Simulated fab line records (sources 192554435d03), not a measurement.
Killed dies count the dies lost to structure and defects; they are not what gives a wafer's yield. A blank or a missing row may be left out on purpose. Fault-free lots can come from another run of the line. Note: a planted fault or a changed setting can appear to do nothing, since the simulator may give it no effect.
A struck lot beside a sound one + flow n5-finfet + 16 steps out of a route of 1938
Sound: these wafers, L896.3, L896.4, L896.6. The struck wafers were L886.2, L886.5, L886.6. The cause is named last.
Per side, at each step with rows, come the tool, then ch with its chambers, and then its first start. Under that, the readings that differ: sound wafers + struck wafers + difference of the means + sigmas: that difference in standard deviations of wafers without a fault.
alike: words and numbers the same on both sides, and readings whose means are apart by under 2 such deviations; not compared: readings that were withheld, readings missing a value for some wafer, numbers with overlapping values and no deviation given by the record, and bounds like >300 which may hide the same value.
Wherever a step has rows on one side only, a row that says differs or no value, or a row with sigmas, the two part there. Numbers that have no deviation but don't overlap get no sigmas and don't part them. Lack of a reading on every wafer of one side parts them only where that side has two or more wafers.

first, 12 steps without rows for these wafers: N5_BEOL_M2_DESCUM_33 (chemistry O2, time 7 s); N5_BEOL_M2_ETCH_77 (etches underlayer in N2/H2, target depth 6.5 nm, time 5.2 s); N5_BEOL_M2_ETCH_69 (etches SiARC in CF4, target depth 15.6 nm, time 26 s); N5_BEOL_M2_ALD_98 (deposits SiO2, target thk 2.5 nm, pulse time 1 s, co reactant pulse time 1 s); N5_BEOL_M2_ETCHBACK_99 (etches SiO2 in CHF3, target depth 5 nm, time 10.4 s); N5_BEOL_M2_ETCH_70 (etches SOC in N2/H2, target depth 80 nm, overetch 24 nm, time 130 s); N5_BEOL_M2_STRIP_71 (strips in N2/H2); N5_BEOL_M2_STRIP_78 (strips in N2/H2); N5_BEOL_M2_VIA_ETCH_34 (etches the open film in C4F6/O2, target depth 69.4 nm, time 65.9 s); N5_BEOL_M2_STRIP_83 (strips in C4F6/O2); N5_BEOL_M2_STRIP_36 (strips in N2/H2); N5_BEOL_M2_TRENCH_ETCH_37 (etches SiOC in C4F6/O2, target depth 55.555 nm, time 29.2 s).
N5_BEOL_M2_ETCH_41: etches SiCN in CH3F/O2, target depth 29.9 nm, time 52.5 s.
  sound on rie-diel-03 ch 0,2, day 12 05:01; struck on rie-diel-03 ch 2,3, day 10 09:16
  no value came back on the struck wafers for any of 7 readings (CH3F_flow_sccm (sccm), O2_flow_sccm (sccm) and others); on the sound wafers CH3F_flow_sccm (sccm) reads 30.03 30.04 30.06
  not compared: rf-hours-counter-h
then, 1 step without rows for these wafers: N5_BEOL_M2_STRIP_97 (strips in N2/H2, time 10 s).
N5_BEOL_M4_RC_MEAS_101:
  the record has rows for the sound wafers here (prober-01 ch 0, day 13 07:07) and none for the struck ones
-- a jump in the record: the struck wafers' starts before and after are 5 days apart (it breaks off in module BEOL_M4 and resumes in module PASSIVATION, where the first step shown is number 1936 of the route) --
N5_PASSIVATION_PROBE_49:
  rows exist in the record for the struck wafers here (prober-02, day 15 15:25), but not for the sound ones

## WHERE THEY PART
Earliest at N5_BEOL_M2_ETCH_41; latest, in this record, at N5_PASSIVATION_PROBE_49.

WHY: what had been put in by the simulator
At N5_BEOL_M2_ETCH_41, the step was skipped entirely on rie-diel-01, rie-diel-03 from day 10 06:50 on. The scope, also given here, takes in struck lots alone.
